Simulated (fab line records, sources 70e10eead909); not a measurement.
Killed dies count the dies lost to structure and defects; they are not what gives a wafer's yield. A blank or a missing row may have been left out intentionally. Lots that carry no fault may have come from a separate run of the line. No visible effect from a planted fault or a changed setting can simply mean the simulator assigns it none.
A struck lot beside a sound one ; flow nandHarc ; 14 steps out of a route of 1302
Sound: the wafers L474.1, L474.2, L474.4. Struck: wafer L480.2 (left out: L480.3, L480.4 of the same lot, which were not struck); the cause appears at the end.
At each step with rows: each side's tool, then ch and its chambers, then its first start. Under that, the readings that differ: sound wafers ; struck wafers ; difference of the means ; sigmas: that difference in standard deviations of wafers without a fault.
alike: readings whose means differ by less than 2 such deviations, and words and numbers that are the same on both sides. not compared: withheld readings, readings that some wafer has no value for, bounds like >300 that may hide the same value, and numbers for which the record gives no deviation and whose values overlap.
The two part at a step that has a row with sigmas, a row that says differs or no value, or rows on one side only. When numbers do not overlap yet have no deviation, they are printed without sigmas and do not part them. A reading that every wafer of one side lacks parts them only if that side has two wafers or more.

NHARC_A_CHANNEL_HOLE_D2_CD_MEAS_31:
  sound on cdSem-02, day 15 16:40; struck on cdSem-03, day 18 09:44
  alike: cdNm
NHARC_A_CHANNEL_HOLE_D2_XSEM_32:
  sound on xsem-02 ch 0, day 15 16:45; struck on xsem-02 ch 0, day 18 09:50
reading;sound;struck;difference;sigmas
tiltDeg (degrees);0.05 0.05 0.05;-0.03;-0.08;-2
  alike: botCdNm, bowNm
NHARC_A_CHANNEL_HOLE_D2_INSPECT_40:
  sound on defectInspect-01, day 15 16:52; struck on defectInspect-01, day 18 09:56
reading;sound;struck;difference;sigmas
rawDefectCount;341 636 575;213;-304;-3
then, 2 steps without rows for these wafers: NHARC_A_CHANNEL_FILL_D2_PRECLEAN_00 (cleans in SC1); NHARC_A_CHANNEL_FILL_D2_SRD_01.
NHARC_A_CHANNEL_FILL_D2_ALD_02: deposits SiO2, target thk 6 nm, pulse time 10 s, ald cycles 60.
  sound on aldHk-01 ch 0,2,3, day 15 17:04; struck on aldHk-01 ch 2, day 18 10:08
  alike: heaterPowerW, precursorPulseHeightRel
NHARC_A_CHANNEL_FILL_D2_ALD_03: deposits SiNx, target thk 6 nm, pulse time 60 s, ald cycles 58.
  sound on aldSinBatch-03 ch 0; struck on aldSinBatch-01 ch 0
  alike: precursorPulseHeightRel
then, 1 step without rows for these wafers: NHARC_A_CHANNEL_FILL_D2_ALD_14 (deposits SiO2, target thk 2.5 nm, pulse time 10 s, ald cycles 25).
NHARC_A_CHANNEL_FILL_D2_ALD_15: deposits SiNx, target thk 2 nm, pulse time 60 s, ald cycles 19.
  sound on aldSinBatch-02 ch 0; struck on aldSinBatch-03 ch 0
  alike: precursorPulseHeightRel
then, 3 steps without rows for these wafers: NHARC_A_CHANNEL_FILL_D2_ALD_16 (deposits SiO2, target thk 1.5 nm, pulse time 10 s, ald cycles 15); NHARC_A_CHANNEL_FILL_D2_ANNEAL_17 (time 1800 s); NHARC_A_CHANNEL_FILL_D2_CVD_18 (deposits poly-Si, target thk 3 nm).
NHARC_A_CHANNEL_FILL_D2_ETCHBACK_19: etches the open film in HBr/Cl2, target depth 5 nm, time 1.7 s.
  sound on rieSi-02 ch 0,2,3, day 16 17:05; struck on rieSi-01 ch 2, day 19 07:43
reading;sound;struck;difference;sigmas
oesProductAu (a.u.);0.972 1.000 0.984;0.704;-0.281;-23
rfHoursCounterH (h);0.64 0.66 0.49;0.34;-0.26;
  alike: drypumpMotorCurrentA, rfFwdPowerW, throttleValvePct
NHARC_A_CHANNEL_FILL_D2_ETCHBACK_20: etches the open film in C4F8/O2/Ar, target depth 27 nm, time 13.5 s.
  sound on rieDiel-12 ch 0,1,2, day 16 17:13; struck on rieDiel-12 ch 1, day 19 07:50
reading;sound;struck;difference;sigmas
oesProductAu (a.u.);0.927 0.954 0.927;1.009;+0.073;+3
  alike: rfFwdPowerW, rfVppV
  not compared: rfHoursCounterH

## WHERE THEY PART
Earliest at NHARC_A_CHANNEL_HOLE_D2_XSEM_32; latest, in this record, at NHARC_A_CHANNEL_FILL_D2_ETCHBACK_20.

WHY: what had been put in by the simulator
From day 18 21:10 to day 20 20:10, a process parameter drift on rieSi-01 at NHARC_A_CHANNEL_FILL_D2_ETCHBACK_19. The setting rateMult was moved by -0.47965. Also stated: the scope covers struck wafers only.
